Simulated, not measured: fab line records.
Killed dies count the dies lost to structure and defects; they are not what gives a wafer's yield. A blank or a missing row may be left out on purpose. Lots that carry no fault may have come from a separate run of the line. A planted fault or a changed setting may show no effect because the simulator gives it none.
Chamber matching    flow nandHarc    rieDiel-09 running NHARC_A_SGD_CUT_DESCUM_14: 4 sister chambers
The step chemistry O2, time 3 s. 4 wafers are shown with their chamber, then 7 later ones without.

## EACH WAFER AND ITS CHAMBER
wafer   chamber  drypumpMotorCurrentA (A)
L086.2  0        6.3
L091.5  1        5.0
L093.1  3        6.0
L093.3  2        5.4

## WAFERS WITH NO CHAMBER GIVEN
wafer   drypumpMotorCurrentA (A)
L093.4  6.3
L095.2  6.0
L095.4  6.4
L095.6  4.9
L096.1  6.0
L096.2  6.3
L096.3  4.9

## EACH ONE'S CHAMBER
wafer   from the rows above  in truth
L093.4  0                    0
L095.2  3                    3
L095.4  0                    0
L095.6  1                    1
L096.1  3                    3
L096.2  0                    0
L096.3  1                    1
7 of 7 placed correctly. From these rows, 0 cannot be placed. Wrongly placed: 0.
How it was worked out, from the rows above alone: a wafer's distance from a chamber is the root of the sum, over the readings, of the square of ((its reading less the chamber's mean) divided by the reading's scatter). If the next closest chamber is less than 2 further off than the closest, the wafer can't be placed; otherwise it belongs to the closest. A chamber's mean is the mean of its shown wafers. The scatter (one wafer shown for each chamber): square how far every hidden wafer sits from the nearest shown wafer, average those squares and take the square root.
